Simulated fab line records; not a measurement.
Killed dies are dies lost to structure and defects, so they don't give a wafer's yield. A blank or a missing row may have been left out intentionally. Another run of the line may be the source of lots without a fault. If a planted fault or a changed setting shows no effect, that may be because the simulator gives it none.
fab line records | flow nandHarc
[record] lots = 6 wafers = 17 lastDay = 32
route steps=1302 shown A_SLIT@942 A_SIN_REMOVE@947 A_WL_FILL@952 END@1302
lots that met no fault: taken from a fault-free run of the same line
startH: the number of hours between the record's first day and the start of the first shown wafer of the lot | waitH: hours from the lot's prior step to this one | " as in the row above | L1.1+2: several wafers, shown together as one row | - no value, or no start was given | * or withheld: withheld | < > ~ a bound
route shown NAME@n: a module of which the file shows steps, and the number in the route of the first | usual: mean/standard deviation of fault-free wafers | same: alike in all rows | chamber/n: place in a boat | sites: each site's reading | _std_site: the values' standard deviation | _edge_site: inner sites' mean taken away from outer sites' mean | radiusMm: how far each site lies from the wafer's centre | mask NAME#n: copy n | behind: the most recent tool/chamber to have shaped the wafer | hold: what put the lot on hold/how long, in hours/how the hold closed | device: whichever transistor did not switch (one of n, p or np) | end of line: the same wafers' tests at the end of the route | where a step has no rows: the recipe by itself | killed: at the first sort, the dies lost to defects and structure; wafer yield is something else | map: the dies of a wafer, with x for killed, . for not killed, _ for no die there
set.NAME: the setting as run; set.NAME@STEP: as run at that earlier step | model.NAME: the simulator's own value behind a step, which no gauge read
lots seen at some steps along the route; tables by step, rows by wafer
services: when a tool's chamber went out of use (startH, in hours from the record's first day, below 0 if earlier), for how many hours, and the reason
[[steps]]
[step NHARC_A_SLIT_ETCH_29]
[recipe] targetDepthA = 1000 overetchA = 100 timeS = 55 ionEnergyEv = 100 cf4FlowSccm = 80 o2FlowSccm = 20 arFlowSccm = 0 rfW = 300 biasW = 100 chemistry = CF4/O2
[usual] drypumpMotorCurrentA = 5.6/0.37 oesProductAu = 1.002/0.0096 rfVppV = 197.8/1.3 showerheadPlenumPTorr = 1.34/0.048 throttleValvePct = 13.398/0.0091
// columns lot.wafer tool chamber startH waitH drypumpMotorCurrentA oesProductAu rfHoursCounterH rfVppV showerheadPlenumPTorr throttleValvePct
L173.3 rieDiel-10 0 463.96 0.1 6.0 0.994 2.9 202.1 1.43 13.397
L173.6 " 3 " " 5.6 0.992 - 197.8 1.30 13.412
L173.4 " 0 " " 6.0 0.990 - 199.1 1.43 13.395
L175.2 rieDiel-01 2 496.77 0.1 6.0 1.006 6.2 197.5 1.30 13.400
L175.1 " 3 " " 5.1 1.010 5.8 197.1 1.28 13.407
L175.6 " 1 " " 5.5 1.006 - 198.8 1.37 13.381
L184.3 rieDiel-01 1 579.89 0.1 5.5 1.000 0.6 198.1 1.37 13.405
L184.2 " 2 " " 6.0 0.991 0.6 196.1 1.30 13.397
L186.1 rieDiel-01 1 612.57 0.1 5.5 1.000 1.5 198.4 1.37 13.398
L186.4 " 0 " " 4.9 1.005 1.9 196.8 1.30 13.392
L186.6 " 1 " " 5.5 0.998 - 198.6 1.37 13.397
L188.2 rieDiel-01 0 628.04 0.1 4.9 1.006 2.9 198.0 1.30 13.400
L188.3 " 1 " " 5.5 0.998 2.8 197.6 1.37 13.403
L188.6 " 1 " " 5.5 1.000 - 198.3 1.37 13.398
L191.2 rieDiel-10 3 648.45 0.1 5.6 1.014 4.6 196.4 1.30 13.401
L191.1 " 1 " " 5.5 1.014 4.8 196.9 1.32 13.406
L191.6 " 3 " " 5.6 1.002 - 197.1 1.30 13.393
[step NHARC_A_SLIT_STRIP_18]
[recipe] o2FlowSccm = 500 arFlowSccm = 0 biasW = 0 chemistry = O2
[usual] drypumpMotorCurrentA = 5.6/0.37 oesProductAu = 1.001/0.0097 rfVppV = 57.7/0.86 showerheadPlenumPTorr = 3.53/0.12 throttleValvePct = 17.037/0.0096
// columns lot.wafer tool chamber startH waitH drypumpMotorCurrentA oesProductAu rfHoursCounterH rfVppV showerheadPlenumPTorr throttleValvePct
L173.3 rieDiel-10 1 - - 5.5 1.018 3.1 58.3 3.51 17.030
L173.4 " 3 " " 5.6 1.005 - 58.7 3.45 17.035
L173.6 " 0 " " 6.0 1.004 - 58.5 3.78 17.035
L175.1 rieDiel-01 2 - - 6.0 1.002 6.3 57.1 3.44 17.034
L175.2 " 0 " " 4.9 0.999 6.7 56.7 3.43 17.039
L175.6 " 1 " " 5.5 1.005 - 58.2 3.63 17.045
L184.2 rieDiel-01 2 - - 6.0 0.993 0.6 58.5 3.44 17.022
L184.3 " 0 " " 4.9 1.002 1.1 57.8 3.43 17.045
L186.4 rieDiel-01 1 - - 5.5 0.992 1.5 58.8 3.62 17.038
L186.1 " 3 " " 5.1 0.973 1.9 58.0 3.39 17.023
L186.6 " 0 " " 4.9 1.008 - 56.4 3.43 17.023
L188.3 rieDiel-01 3 - - 5.1 0.973 2.8 57.9 3.39 17.055
L188.2 " 2 " " 6.0 0.993 2.8 57.3 3.44 17.036
L188.6 " 0 " " 4.9 1.003 - 56.2 3.43 17.030
L191.1 rieDiel-10 2 - - 5.8 1.011 4.7 58.6 3.56 17.034
L191.2 " 0 " " 6.0 1.009 4.8 59.2 3.77 17.043
L191.6 " 3 " " 5.6 1.016 - 59.0 3.44 17.039
[step NHARC_A_SLIT_PRECLEAN_19]
[recipe] timeS = * tempC = 50 bathAgeMin = 0 chemistry = SC1
[step NHARC_A_SLIT_SRD_20]
[step NHARC_A_SLIT_CD_MEAS_21]
[usual] cdNm = 289.8/0.86
// columns lot.wafer tool chamber startH waitH cdNm
L173.3 cdSem-02 - 464.56 - 288.9
L173.4 " - " " 288.8
L173.6 " - " " 289.8
L175.1 cdSem-01 - 502.54 - 289.8
L175.2 " - " " 288.9
L175.6 " - " " 288.9
L184.2 cdSem-02 - 580.43 - 290.7
L184.3 " - " " 290.7
L186.1 cdSem-02 - 613.10 - 289.7
L186.4 " - " " 289.5
L186.6 " - " " 289.5
L188.2 cdSem-01 - 628.57 - 291.3
L188.3 " - " " 291.5
L188.6 " - " " 291.2
L191.1 cdSem-02 - 648.98 - 289.3
L191.2 " - " " 289.4
L191.6 " - " " 289.6
[step NHARC_A_SIN_REMOVE_WET_00]
[recipe] tempC = 160 timeS = 15300 chemistry = H3PO4
[step NHARC_A_SIN_REMOVE_PRECLEAN_01]
[recipe] timeS = * tempC = 50 bathAgeMin = 0 chemistry = SC1
[step NHARC_A_SIN_REMOVE_SRD_02]
[step NHARC_A_SIN_REMOVE_INSPECT_04]
[usual] rawDefectCount = 405/98
// columns lot.wafer tool chamber startH waitH rawDefectCount
L173.3 defectInspect-01 - 470.69 0.0 395
L173.4 " - " " 361
L173.6 " - " " 442
L175.1 defectInspect-02 - 509.16 0.0 254
L175.2 " - " " 366
L175.6 " - " " 371
L184.2 defectInspect-01 - 587.09 0.0 306
L184.3 " - " " 329
L186.1 defectInspect-02 - 619.76 0.0 471
L186.4 " - " " 597
L186.6 " - " " 438
L188.2 defectInspect-01 - 634.00 0.0 302
L188.3 " - " " 299
L188.6 " - " " 369
L191.1 defectInspect-02 - 655.65 0.0 329
L191.2 " - " " 705
L191.6 " - " " 412
[step NHARC_A_WL_FILL_ALD_00]
[recipe] targetThkA = 30 pulseTimeS = 3 aldCycles = 30 tempC = 300 material = Al2O3
[usual] aldCycles = 30/0 heaterPowerOuterW = 261/36 heaterPowerW = 476/53 precursorPulseHeightRel = 1.001/0.02
// columns lot.wafer tool chamber startH waitH aldCycles heaterPowerOuterW heaterPowerW precursorPulseHeightRel
L173.3 aldHk-04 3 470.79 0.1 30 237 416 1.020
L173.4 " 1 " " 30 279 511 0.996
L173.6 " 2 " " 30 273 541 1.013
L175.1 aldHk-01 1 509.23 0.1 30 339 556 0.989
L175.2 " 2 " " 30 198 378 1.051
L175.6 " 2 " " 30 196 371 0.988
L184.2 aldHk-04 0 587.21 0.1 30 300 539 0.980
L184.3 " 1 " " 30 278 518 1.047
L186.1 aldHk-02 3 619.82 0.1 30 263 453 0.996
L186.4 " 2 " " 30 277 513 1.025
L186.6 " 3 " " 30 264 454 1.009
L188.3 aldHk-01 2 634.07 0.1 30 202 377 0.982
L188.2 " 1 " " 30 322 555 0.993
L188.6 " 2 " " 30 200 378 1.016
L191.1 aldHk-04 1 655.72 0.1 30 294 547 0.984
L191.2 " 3 " " 30 226 434 1.008
L191.6 " 1 " " 30 299 540 0.992
[step NHARC_A_WL_FILL_RTA_01]
[recipe] tempC = 1000 timeS = 5
[usual] lampPowerPct = 36.3/1.3 wafer_temp_C_max = 1004.5/1.8
// columns lot.wafer tool chamber startH waitH lampPowerPct wafer_temp_C_max
L173.3 rtpAnneal-02 0 471.08 - 37.6 1002.3
L173.4 " 0 " " 37.6 1003.6
L173.6 " 0 " " 37.6 1003.6
L175.1 rtpAnneal-01 0 509.49 - 35.0 1005.3
L175.2 " 0 " " 34.9 1004.7
L175.6 " 0 " " 35.0 1006.8
L184.2 rtpAnneal-01 0 587.45 - 34.9 1005.6
L184.3 " 0 " " 35.0 1004.6
L186.1 rtpAnneal-02 0 620.08 - 37.5 1002.7
L186.4 " 0 " " 37.5 1003.5
L186.6 " 0 " " 37.5 1002.7
L188.2 rtpAnneal-01 0 634.36 - 35.0 1005.4
L188.3 " 0 " " 34.9 1006.5
L188.6 " 0 " " 35.0 1005.8
L191.1 rtpAnneal-02 0 655.98 - 37.6 1002.8
L191.2 " 0 " " 37.5 1003.0
L191.6 " 0 " " 37.5 1003.1
[step NHARC_A_WL_FILL_ALD_02]
[recipe] targetThkA = 20 pulseTimeS = 3 aldCycles = 100 tempC = 450 material = TiN
[usual] aldCycles = 100/0 heaterPowerOuterW = 712/80 heaterPowerW = 1098/120 precursorPulseHeightRel = 0.997/0.02
// columns lot.wafer tool chamber startH waitH aldCycles heaterPowerOuterW heaterPowerW precursorPulseHeightRel
L173.4 aldMetal-03 1 471.26 0.1 100 674 1039 0.991
L173.3 " 3 " " 100 660 1112 0.994
L173.6 " 1 " " 100 693 1071 1.032
L175.1 aldMetal-04 3 509.78 0.3 100 596 913 0.977
L175.2 " 0 " " 100 857 1247 0.989
L175.6 " 1 " " 100 764 1226 0.986
L184.2 aldMetal-04 0 587.68 0.2 42 869 1288 1.007
L184.3 " 2 " " 100 783 1188 0.985
L186.4 aldMetal-02 2 620.29 0.1 100 681 1117 0.989
L186.1 " 1 " " 100 731 1102 1.004
L186.6 " 2 " " 100 686 1130 1.035
L188.3 aldMetal-04 0 634.59 0.2 100 867 1306 1.004
L188.2 " 1 " " 42 768 1275 0.998
L188.6 " 3 " " 100 590 919 1.015
L191.2 aldMetal-02 3 656.19 0.2 100 582 950 1.003
L191.1 " 1 " " 100 716 1132 1.012
L191.6 " 3 " " 100 586 945 1.030
[step NHARC_END_SORT_01]
[recipe] tempC = 25
[usual] killedAtArray = 53/18 killedAtOther = 1.0/1.2 killedAtPeriphery = 3.6/2.4 killedDies = 58/18 killedOpen = 3.4/1.8 killedShort = 2.3/1.5
[same] grossDies = 677
// columns lot.wafer tool chamber startH waitH killedAtArray killedAtOther killedAtPeriphery killedDies killedOpen killedShort
L184.2 prober-01 0 682.50 2.8 673 1 3 677 1 4
L188.2 prober-01 0 733.74 2.8 673 1 3 677 2 2
// killed by level:class
L184.2 A_WL_FILL:areaAld=632 A_SLIT:chamberFilmFlake=21 A_CONTACT:chamberFilmFlake=7 A_CHANNEL_HOLE_D1:chamberFilmFlake=4 A_SGD_CUT:geometricParticle:short=1 P_M0:geometricParticle:open=1 A_CHANNEL_FILL_D1:geometricParticle:short=1 A_ONON_D2:geometricParticle:short=1
L188.2 A_WL_FILL:areaAld=636 A_SLIT:chamberFilmFlake=20 A_CHANNEL_HOLE_D1:chamberFilmFlake=5 A_CHANNEL_FILL_D2:chamberFilmFlake=3 P_GATE:chamberFilmFlake=2 A_CHANNEL_FILL_D1:chamberFilmFlake=2 A_CONTACT:chamberFilmFlake=2 A_CHANNEL_HOLE_D1:geometricParticle:short=1
// map L184.2 (x killed, . not)
____________x____________
_________xxxxxxx_________
_______xxxxxxxxxxx_______
______xxxxxxxxxxxxx______
_____xxxxxxxxxxxxxxx_____
____xxxxxxxxxxxxxxxxx____
____xxxxxxxxxxxxxxxxx____
___xxxxxxxxxxxxxxxxxxx___
___xxxxxxxxxxxxxxxxxxx___
__xxxxxxxxxxxxxxxxxxxxx__
__xxxxxxxxxxxxxxxxxxxxx__
_xxxxxxxxxxxxxxxxxxxxxxx_
_xxxxxxxxxxxxxxxxxxxxxxx_
_xxxxxxxxxxxxxxxxxxxxxxx_
_xxxxxxxxxxxxxxxxxxxxxxx_
_xxxxxxxxxxxxxxxxxxxxxxx_
xxxxxxxxxxxxxxxxxxxxxxxxx
xxxxxxxxxxxxxxxxxxxxxxxxx
xxxxxxxxxxxxxxxxxxxxxxxxx
xxxxxxxxxxxxxxxxxxxxxxxxx
xxxxxxxxxxxxxxxxxxxxxxxxx
_xxxxxxxxxxxxxxxxxxxxxxx_
_xxxxxxxxxxxxxxxxxxxxxxx_
_xxxxxxxxxxxxxxxxxxxxxxx_
_xxxxxxxxxxxxxxxxxxxxxxx_
_xxxxxxxxxxxxxxxxxxxxxxx_
__xxxxxxxxxxxxxxxxxxxxx__
__xxxxxxxxxxxxxxxxxxxxx__
___xxxxxxxxxxxxxxxxxxx___
___xxxxxxxxxxxxxxxxxxx___
____xxxxxxxxxxxxxxxxx____
____xxxxxxxxxxxxxxxxx____
_____xxxxxxxxxxxxxxx_____
______xxxxxxxxxxxxx______
_______xxxxxxxxxxx_______
_________xxxxxxx_________
____________x____________
// map L188.2 (x killed, . not)
____________x____________
_________xxxxxxx_________
_______xxxxxxxxxxx_______
______xxxxxxxxxxxxx______
_____xxxxxxxxxxxxxxx_____
____xxxxxxxxxxxxxxxxx____
____xxxxxxxxxxxxxxxxx____
___xxxxxxxxxxxxxxxxxxx___
___xxxxxxxxxxxxxxxxxxx___
__xxxxxxxxxxxxxxxxxxxxx__
__xxxxxxxxxxxxxxxxxxxxx__
_xxxxxxxxxxxxxxxxxxxxxxx_
_xxxxxxxxxxxxxxxxxxxxxxx_
_xxxxxxxxxxxxxxxxxxxxxxx_
_xxxxxxxxxxxxxxxxxxxxxxx_
_xxxxxxxxxxxxxxxxxxxxxxx_
xxxxxxxxxxxxxxxxxxxxxxxxx
xxxxxxxxxxxxxxxxxxxxxxxxx
xxxxxxxxxxxxxxxxxxxxxxxxx
xxxxxxxxxxxxxxxxxxxxxxxxx
xxxxxxxxxxxxxxxxxxxxxxxxx
_xxxxxxxxxxxxxxxxxxxxxxx_
_xxxxxxxxxxxxxxxxxxxxxxx_
_xxxxxxxxxxxxxxxxxxxxxxx_
_xxxxxxxxxxxxxxxxxxxxxxx_
_xxxxxxxxxxxxxxxxxxxxxxx_
__xxxxxxxxxxxxxxxxxxxxx__
__xxxxxxxxxxxxxxxxxxxxx__
___xxxxxxxxxxxxxxxxxxx___
___xxxxxxxxxxxxxxxxxxx___
____xxxxxxxxxxxxxxxxx____
____xxxxxxxxxxxxxxxxx____
_____xxxxxxxxxxxxxxx_____
______xxxxxxxxxxxxx______
_______xxxxxxxxxxx_______
_________xxxxxxx_________
____________x____________
[[services]]
// columns tool chamber startH hours kind
aldMetal-02 - 450.32 0.8 repair
rieDiel-10 2 452.95 13.8 repair
rieDiel-01 0 463.38 - clean
rieDiel-01 1 463.38 - clean
rieDiel-01 2 463.38 - clean
rieDiel-01 3 463.38 - clean
rieDiel-01 - 473.28 1.2 repair
aldMetal-04 - 474.00 10.0 pm
aldMetal-03 2 474.81 4.8 repair
aldHk-01 - 475.13 10.0 pm
aldMetal-03 0 476.99 13.8 repair
rieDiel-01 0 487.88 - clean
aldHk-02 - 522.71 5.6 repair
aldHk-02 - 529.03 10.0 pm
rieDiel-10 2 551.56 5.8 repair
rieDiel-01 - 557.88 9.0 pm
aldMetal-03 - 568.00 10.0 pm
rieDiel-10 - 596.77 9.0 pm
aldMetal-03 - 600.19 0.6 repair
aldMetal-02 - 610.00 10.0 pm
aldHk-04 - 615.33 10.0 pm
rieDiel-01 3 648.52 11.2 repair
aldMetal-04 - 652.00 10.0 pm
aldHk-01 - 653.13 10.0 pm
[[key]]
[firstSign] step = NHARC_A_WL_FILL_ALD_02 reading = aldCycles direction = down sigmas = 99+ usual = 100 struck = 42
[effect] step = NHARC_END_SORT_01 reading = killedAtArray direction = up sigmas = 35 usual = 53 struck = 673
[moreKillsBornAt] NHARC_A_WL_FILL_ALD_02@aldMetal-04 = 1268
metAt NHARC_A_WL_FILL_ALD_02
struckWafers L184.2,L188.2
laterRowsLeftOut L184.2,L188.2
testerLeftOut L184,L188
onsetBetween 509.78 587.68
[fault] kind = processParameterDrift tool = aldMetal-04 chamber = - onsetH = 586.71 steps = NHARC_A_WL_FILL_ALD_02 channel = aldCycles offset = -58 shape = step endH = 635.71 scope = struckWafersOnly actsIn = theseRecipesOnly stated = 100
// testerLeftOut: of these lots the tester's yield and bins aren't shown, on N5 and GAA mostly nor the transistor test; their killed dies are dies lost to structure and defects alone, not to doping, threshold or leakage, so they don't give the yield
// laterRowsLeftOut: the simulator's readings of these wafers behind a module that went badly wrong aren't trusted and aren't shown, but for the sort
